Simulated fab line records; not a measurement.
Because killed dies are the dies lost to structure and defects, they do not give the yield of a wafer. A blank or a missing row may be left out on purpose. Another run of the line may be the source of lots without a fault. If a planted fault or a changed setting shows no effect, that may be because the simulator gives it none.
Split-lot experiment || flow n5Finfet || 21 wafers read from 7 lots, route of 1938 steps

## SPLIT DETAILS
At N5_BEOL_M10_EXPOSE_08 (exposes mask M10), the setting doseMj was moved away from the recipe's 53.75 on 7 of the 21 wafers read, by -6.5% to +6.1%. The other wafers ran this setting at the recipe's value.

## FROM THE SPLIT TO THE READING: what the file shows between them, 15 steps
- N5_BEOL_M10_PEB_09: peb time 60 s
- N5_BEOL_M10_DEVELOP_10: develop time 30 s
- N5_BEOL_M10_CD_MEAS_11: target cd 64.1 nm
- N5_BEOL_M10_DESCUM_16: chemistry O2, time 7.9 s
- N5_BEOL_M10_ETCH_61: etches SiARC in CF4, target depth 39 nm, time 65 s
- N5_BEOL_M10_ETCH_62: etches SOC in N2/H2, target depth 110 nm, overetch 22 nm, time 165 s
- N5_BEOL_M10_STRIP_68: strips in N2/H2
- N5_BEOL_M10_STRIP_67: strips in CF4
- N5_BEOL_M10_HM_OPEN_17: chemistry Cl2/BCl3, target TiN, target depth 20 nm, overetch 6 nm
- N5_BEOL_M10_STRIP_19: strips in O2
- N5_BEOL_M10_CD_MEAS_18: pitch 140 nm, target cd 70 nm
- N5_BEOL_M10_COAT_63: time 60 s, resist thk 100 nm
- N5_BEOL_M10_COAT_64: time 60 s, resist thk 30 nm
- N5_BEOL_M10_PRECLEAN_42: cleans in residue remover, time 60 s
- N5_BEOL_M10_SRD_43: time 30 s

## THE READING
cdNm at N5_BEOL_M10_CD_MEAS_35, given in nm (cd target 70 nm). On this fab line, fault-free wafers typically give 69.8 nm with a standard deviation of 0.64 nm.

{"wafer": "L078.1", "tool, chamber at the split": "arfiScanner-02, 0", "doseMj as run": 55.57, "against the recipe": "+3.4%", "cdNm, nm": 72.7, "against lot-mates on the recipe": "+2.2"}
{"wafer": "L078.4", "tool, chamber at the split": "arfiScanner-02, 0", "doseMj as run": 55.57, "against the recipe": "+3.4%", "cdNm, nm": 72.6, "against lot-mates on the recipe": "+2.1"}
{"wafer": "L078.6", "tool, chamber at the split": "arfiScanner-02, 0", "doseMj as run": 53.75, "against the recipe": "recipe", "cdNm, nm": 70.5, "against lot-mates on the recipe": "-"}
{"wafer": "L079.2", "tool, chamber at the split": "arfiScanner-03, 0", "doseMj as run": 57.03, "against the recipe": "+6.1%", "cdNm, nm": 73.3, "against lot-mates on the recipe": "+3.2"}
{"wafer": "L079.3", "tool, chamber at the split": "arfiScanner-03, 0", "doseMj as run": 57.03, "against the recipe": "+6.1%", "cdNm, nm": 73.8, "against lot-mates on the recipe": "+3.7"}
{"wafer": "L079.5", "tool, chamber at the split": "arfiScanner-03, 0", "doseMj as run": 53.75, "against the recipe": "recipe", "cdNm, nm": 70.1, "against lot-mates on the recipe": "-"}
{"wafer": "L089.2", "tool, chamber at the split": "arfiScanner-02, 0", "doseMj as run": 53.75, "against the recipe": "recipe", "cdNm, nm": 69.7, "against lot-mates on the recipe": "-"}
{"wafer": "L089.4", "tool, chamber at the split": "arfiScanner-02, 0", "doseMj as run": 53.75, "against the recipe": "recipe", "cdNm, nm": 70.4, "against lot-mates on the recipe": "-"}
{"wafer": "L089.5", "tool, chamber at the split": "arfiScanner-02, 0", "doseMj as run": 53.75, "against the recipe": "recipe", "cdNm, nm": 70.1, "against lot-mates on the recipe": "-"}
{"wafer": "L092.2", "tool, chamber at the split": "arfiScanner-01, 0", "doseMj as run": 55.61, "against the recipe": "+3.5%", "cdNm, nm": 71.8, "against lot-mates on the recipe": "+1.6"}
{"wafer": "L092.3", "tool, chamber at the split": "arfiScanner-01, 0", "doseMj as run": 53.75, "against the recipe": "recipe", "cdNm, nm": 70.2, "against lot-mates on the recipe": "-"}
{"wafer": "L092.5", "tool, chamber at the split": "arfiScanner-01, 0", "doseMj as run": 53.75, "against the recipe": "recipe", "cdNm, nm": 70.2, "against lot-mates on the recipe": "-"}
{"wafer": "L093.3", "tool, chamber at the split": "arfiScanner-01, 0", "doseMj as run": 50.26, "against the recipe": "-6.5%", "cdNm, nm": 66.1, "against lot-mates on the recipe": -3.6}
{"wafer": "L093.5", "tool, chamber at the split": "arfiScanner-01, 0", "doseMj as run": 53.75, "against the recipe": "recipe", "cdNm, nm": 69.7, "against lot-mates on the recipe": "-"}
{"wafer": "L093.6", "tool, chamber at the split": "arfiScanner-01, 0", "doseMj as run": 50.26, "against the recipe": "-6.5%", "cdNm, nm": 66.0, "against lot-mates on the recipe": -3.7}
{"wafer": "L091.1", "tool, chamber at the split": "arfiScanner-02, 0", "doseMj as run": 53.75, "against the recipe": "recipe", "cdNm, nm": 70.7, "against lot-mates on the recipe": "-"}
{"wafer": "L091.3", "tool, chamber at the split": "arfiScanner-02, 0", "doseMj as run": 53.75, "against the recipe": "recipe", "cdNm, nm": 69.8, "against lot-mates on the recipe": "-"}
{"wafer": "L091.4", "tool, chamber at the split": "arfiScanner-02, 0", "doseMj as run": 53.75, "against the recipe": "recipe", "cdNm, nm": 69.3, "against lot-mates on the recipe": "-"}
{"wafer": "L097.2", "tool, chamber at the split": "arfiScanner-01, 0", "doseMj as run": 53.75, "against the recipe": "recipe", "cdNm, nm": 68.6, "against lot-mates on the recipe": "-"}
{"wafer": "L097.3", "tool, chamber at the split": "arfiScanner-01, 0", "doseMj as run": 53.75, "against the recipe": "recipe", "cdNm, nm": 70.6, "against lot-mates on the recipe": "-"}
{"wafer": "L097.4", "tool, chamber at the split": "arfiScanner-01, 0", "doseMj as run": 53.75, "against the recipe": "recipe", "cdNm, nm": 70.4, "against lot-mates on the recipe": "-"}

THE FIT
A straight line over all 21 wafers: cdNm changes by +0.611 nm for each +1% of doseMj; r = +0.97; the points scatter about the line by 0.52 nm.
The same after taking each lot's own level away (the mean of its wafers on the recipe; 21 wafers): +0.565 nm for each +1%; r = +0.97; scatter 0.46 nm.
That fit puts the effect of the largest move of doseMj on the reading at 3.7 nm.
From 69.70 to 70.50 nm: that is the span of the lots' own levels, equal to 1.2 times the standard deviation above.
So the lot-to-lot level changes the slope little: the two slopes agree.
Check: for one of the wafers moved furthest among these (-6.5%), held out of the fit, the line's prediction against its lot-mates is -3.69 nm. Against them it came out at -3.6 nm.

## FURTHER SPLITS ON THESE WAFERS
Before the reading, these wafers also passed through other splits. Each is held against what the fit with the lots' levels taken away leaves over:
{"other split on the same wafers": "N5_BEOL_M9_ETCH_66 biasW", "wafers away from the commonest value": 7, "r with cdNm (lot level and that fit taken away)": -0.16}
{"other split on the same wafers": "N5_BEOL_M9_TRENCH_ETCH_37 timeS", "wafers away from the commonest value": 8, "r with cdNm (lot level and that fit taken away)": -0.03}

## THE WHOLE CHAIN: every reading that the file lists as answering this split, in the file's order
{"step": "N5_BEOL_M10_CD_MEAS_11", "what it does": "target cd 64.1 nm", "reading": "cdNm", "change (the file's fit)": "+0.607 nm for each +1% of the setting", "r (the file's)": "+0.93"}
{"step": "N5_BEOL_M10_ETCH_61", "what it does": "etches SiARC in CF4, target depth 39 nm, time 65 s", "reading": "BEOL_M10.cdOffsetNm (the simulator's own value, which no gauge read)", "change (the file's fit)": "+0.544 nm for each +1% of the setting", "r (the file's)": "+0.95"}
{"step": "N5_BEOL_M10_ETCH_62", "what it does": "etches SOC in N2/H2, target depth 110 nm, overetch 22 nm, time 165 s", "reading": "BEOL_M10.cdOffsetNm (the simulator's own value, which no gauge read)", "change (the file's fit)": "+0.528 nm for each +1% of the setting", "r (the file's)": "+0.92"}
{"step": "N5_BEOL_M10_CD_MEAS_18", "what it does": "pitch 140 nm, target cd 70 nm", "reading": "cdNm", "change (the file's fit)": "+0.536 nm for each +1% of the setting", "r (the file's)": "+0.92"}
{"step": "N5_BEOL_M10_CD_MEAS_35", "what it does": "target cd 70 nm", "reading": "cdNm", "change (the file's fit)": "+0.561 nm for each +1% of the setting", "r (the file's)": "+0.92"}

## THE FILE'S OWN FIT
cdNm changes by +0.561 nm for each +1% of doseMj, r = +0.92.
